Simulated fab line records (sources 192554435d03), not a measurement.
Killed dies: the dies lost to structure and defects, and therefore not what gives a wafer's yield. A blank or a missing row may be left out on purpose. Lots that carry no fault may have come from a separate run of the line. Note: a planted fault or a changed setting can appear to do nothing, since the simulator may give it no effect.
Chamber matching	flow n5-finfet	N5_HKMG_FIN_DESCUM_53 on rie-diel-05 has 4 sister chambers
The step chemistry O2, time 7.9 s. 4 wafers are shown with their chamber, then 8 later ones without.

== WAFERS WITH THEIR CHAMBER ==
wafer	chamber	drypump-motor-current-A (A)
L081.4	1	6.4
L083.5	2	5.2
L083.6	3	4.9
L086.1	0	5.9

== WAFERS WITHOUT THEIR CHAMBER ==
wafer	drypump-motor-current-A (A)
L086.2	6.4
L086.5	5.2
L087.1	6.4
L087.4	4.9
L087.6	4.8
L095.3	4.8
L095.4	6.4
L095.5	5.2

== WHICH CHAMBER EACH WENT THROUGH ==
wafer	from the rows above	in truth
L086.2	1	1
L086.5	2	2
L087.1	1	1
L087.4	3	3
L087.6	3	3
L095.3	3	3
L095.4	1	1
L095.5	2	2
8 of 8 placed correctly. Can't be placed from these rows: 0. Number placed wrongly: 0.
How it was worked out, from the rows above alone: a wafer's distance from a chamber is the root of the sum, over the readings, of the square of ((its reading less the chamber's mean) divided by the reading's scatter). The wafer belongs to the nearest chamber; if the next one is less than 2 further off, it can't be placed. For every chamber, the mean is computed from those of its wafers that are shown. The scatter: with one shown wafer a chamber, the root of the mean of the squares of how far each hidden wafer lies from its nearest shown one.
